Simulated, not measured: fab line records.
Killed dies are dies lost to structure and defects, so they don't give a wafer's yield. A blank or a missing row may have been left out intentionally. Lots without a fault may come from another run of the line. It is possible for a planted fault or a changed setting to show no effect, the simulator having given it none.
Split-lot experiment | flow n5-finfet | 21 wafers read across 7 lots, on a route 1938 steps long

## ABOUT THE SPLIT
At N5_BEOL_M7_EXPOSE_25 (exposes mask V6, target cd 40 nm), the setting dose-mj was moved away from the recipe's 42.5 on 4 of the 21 wafers read, by -6.4% to -2.6%. For the rest of the wafers, this setting stayed at what the recipe calls for.

## FROM THE SPLIT TO THE READING: what the file shows between them, 3 steps
- N5_BEOL_M7_PEB_26: peb time 60 s
- N5_BEOL_M7_DEVELOP_27: develop time 30 s
- N5_BEOL_M7_DESCUM_33: chemistry O2, time 7 s

## THE READING
BEOL_M7.cd-nm (the simulator's own value, which no gauge read), in nm, at N5_BEOL_M7_ETCH_72 (etches underlayer in N2/H2, target depth 6.5 nm, time 5.2 s). There is no usual value for it anywhere in the file. Here, 17 wafers ran the recipe; their average is 39.9 nm with a standard deviation of 0.26 nm.

wafer  | tool, chamber at the split | dose-mj as run | against the recipe | BEOL_M7.cd-nm, nm | against lot-mates on the recipe
L075.1 | euv-scanner-02, 0          | 42.5           | recipe             | 40.4              | -
L075.2 | euv-scanner-02, 0          | 42.5           | recipe             | 40                | -
L075.3 | euv-scanner-02, 0          | 42.5           | recipe             | 40                | -
L079.1 | euv-scanner-01, 0          | 42.5           | recipe             | 40.2              | -
L079.2 | euv-scanner-01, 0          | 42.5           | recipe             | 39.8              | -
L079.5 | euv-scanner-01, 0          | 42.5           | recipe             | 39.8              | -
L081.3 | euv-scanner-01, 0          | 42.5           | recipe             | 40.2              | -
L081.5 | euv-scanner-01, 0          | 42.5           | recipe             | 39.8              | -
L081.6 | euv-scanner-01, 0          | 42.5           | recipe             | 40.4              | -
L086.2 | euv-scanner-01, 0          | 39.78          | -6.4%              | 38                | -1.6
L086.4 | euv-scanner-01, 0          | 42.5           | recipe             | 39.6              | -
L086.6 | euv-scanner-01, 0          | 39.78          | -6.4%              | 38.2              | -1.4
L091.3 | euv-scanner-01, 0          | 41.4           | -2.6%              | 39.6              | -0.6
L091.4 | euv-scanner-01, 0          | 42.5           | recipe             | 40.2              | -
L091.6 | euv-scanner-01, 0          | 41.4           | -2.6%              | 39.4              | -0.8
L090.4 | euv-scanner-01, 0          | 42.5           | recipe             | 40                | -
L090.5 | euv-scanner-01, 0          | 42.5           | recipe             | 39.6              | -
L090.6 | euv-scanner-01, 0          | 42.5           | recipe             | 39.6              | -
L097.1 | euv-scanner-01, 0          | 42.5           | recipe             | 39.8              | -
L097.2 | euv-scanner-01, 0          | 42.5           | recipe             | 40                | -
L097.4 | euv-scanner-01, 0          | 42.5           | recipe             | 39.6              | -

THE FIT
A straight line over all 21 wafers: BEOL_M7.cd-nm changes by +0.275 nm for each +1% of dose-mj; r = +0.90; the points scatter about the line by 0.27 nm.
The same after taking each lot's own level away (the mean of its wafers on the recipe; 21 wafers): +0.238 nm for each +1%; r = +0.94; scatter 0.18 nm.
Per that fit: largest dose-mj move, reading shift of 1.5 nm.
From 39.60 to 40.20 nm: that is the span of the lots' own levels, equal to 2.3 times the standard deviation above.
So the slope is not independent of the lot-to-lot level: the two fits are not the same.
Check: -1.48 nm against its lot-mates is what the line predicts for one of the wafers moved furthest among these (-6.4%) when that wafer is left out of the fit. It came out at -1.6 nm against them.

## OTHER SPLITS ON THESE WAFERS
These wafers also went through other splits before the reading. Each is held against what the fit with the lots' levels taken away leaves over:
other split on the same wafers   | wafers away from the commonest value | r with BEOL_M7.cd-nm (lot level and that fit taken away)
N5_BEOL_M6_ETCH_66 bias-w        | 9                                    | -0.09
N5_BEOL_M6_TRENCH_ETCH_37 bias-w | 8                                    | +0.19

## THE WHOLE CHAIN: every reading that the file lists as answering this split, in the file's order
step                 | what it does                                                | reading                                                        | change (the file's fit)               | r (the file's)
N5_BEOL_M7_DESCUM_33 | chemistry O2, time 7 s                                      | BEOL_M7.cd-nm (the simulator's own value, which no gauge read) | +0.234 nm for each +1% of the setting | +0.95
N5_BEOL_M7_ETCH_72   | etches underlayer in N2/H2, target depth 6.5 nm, time 5.2 s | BEOL_M7.cd-nm (the simulator's own value, which no gauge read) | +0.239 nm for each +1% of the setting | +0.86

## FILE'S OWN FIT
BEOL_M7.cd-nm changes by +0.239 nm for each +1% of dose-mj, r = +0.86.
